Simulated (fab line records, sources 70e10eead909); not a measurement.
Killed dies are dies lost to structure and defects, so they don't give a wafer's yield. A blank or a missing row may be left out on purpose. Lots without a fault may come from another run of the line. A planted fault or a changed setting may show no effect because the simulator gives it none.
A struck lot beside a sound one | flow nand_harc | 15 steps out of a route of 1302
Sound: wafers L171.2, L171.3, L171.5. Struck: wafer L174.6. (L174.4 of the same lot was not struck and is left out.) The cause comes at the end.
At each step with rows: each side's tool, then ch and its chambers, then its first start. Under that, the readings that differ: sound wafers | struck wafers | difference of the means | sigmas: that difference in standard deviations of wafers without a fault.
alike: readings whose means differ by less than 2 such deviations, and words and numbers that are the same on both sides. not compared: withheld readings, readings that some wafer has no value for, bounds like >300 that may hide the same value, and numbers for which the record gives no deviation and whose values overlap.
The two part at a step that has a row with sigmas, a row that says differs or no value, or rows on one side only. Numbers that don't overlap but have no deviation are shown without sigmas and don't part them. A reading that every wafer of one side lacks parts them only if that side has two wafers or more.

first, 3 steps without rows for these wafers: NHARC_A_CHANNEL_HOLE_D2_STRIP_41 (strips in N2/H2); NHARC_A_CHANNEL_HOLE_D2_STRIP_42 (strips in CF4/CHF3); NHARC_A_CHANNEL_HOLE_D2_STRIP_43 (strips in O2/COS).
NHARC_A_CHANNEL_HOLE_D2_ETCH_44: etches the open film in CF4/O2, target depth 140 nm, overetch 14 nm, time 77 s.
  sound on rie_diel-01 ch 0,1,2, day 18 05:32; struck on rie_diel-01 ch 1, day 19 07:49
  alike: drypump_motor_current_A, oes_product_au, rf_vpp_V, showerhead_plenum_p_Torr, throttle_valve_pct
  not compared: rf_hours_counter_h
NHARC_A_CHANNEL_HOLE_D2_STRIP_28: strips in O2.
  sound on rie_diel-01 ch 1,2,3; struck on rie_diel-01 ch 2
  alike: drypump_motor_current_A, oes_product_au, rf_vpp_V, showerhead_plenum_p_Torr, throttle_valve_pct
  not compared: rf_hours_counter_h
then, 2 steps without rows for these wafers: NHARC_A_CHANNEL_HOLE_D2_PRECLEAN_29 (cleans in SC1); NHARC_A_CHANNEL_HOLE_D2_SRD_30.
NHARC_A_CHANNEL_HOLE_D2_CD_MEAS_31:
  sound on cd_sem-03, day 18 06:19; struck on cd_sem-02, day 19 08:37
  alike: cd_nm
NHARC_A_CHANNEL_HOLE_D2_XSEM_32:
  sound on xsem-01 ch 0, day 18 06:23; struck on xsem-02 ch 0, day 19 08:43
  alike: bot_cd_nm, bow_nm, tilt_deg
NHARC_A_CHANNEL_HOLE_D2_INSPECT_40:
  sound on defect_inspect-01, day 18 06:29; struck on defect_inspect-02, day 19 08:49
  alike: raw_defect_count
then, 2 steps without rows for these wafers: NHARC_A_CHANNEL_FILL_D2_PRECLEAN_00 (cleans in SC1); NHARC_A_CHANNEL_FILL_D2_SRD_01.
NHARC_A_CHANNEL_FILL_D2_ALD_02: deposits SiO2, target thk 6 nm, pulse time 10 s, ald cycles 60.
  sound on ald_hk-01 ch 0,2, day 18 06:47; struck on ald_hk-01 ch 2, day 19 09:05
  reading    | sound    | struck | difference | sigmas
  ald_cycles | 60 60 60 | 33     | -27        |
  alike: heater_power_w, precursor_pulse_height_rel
NHARC_A_CHANNEL_FILL_D2_ALD_03: deposits SiNx, target thk 6 nm, pulse time 60 s, ald cycles 58.
  sound on ald_sin_batch-02 ch 0; struck on ald_sin_batch-01 ch 0
  alike: chamber_pressure_Torr, precursor_pulse_height_rel
  not compared: ald_cycles
then, 1 step without rows for these wafers: NHARC_END_SORT_01.

WHERE THEY PART
Nowhere in this record.

WHY: what the simulator had put in
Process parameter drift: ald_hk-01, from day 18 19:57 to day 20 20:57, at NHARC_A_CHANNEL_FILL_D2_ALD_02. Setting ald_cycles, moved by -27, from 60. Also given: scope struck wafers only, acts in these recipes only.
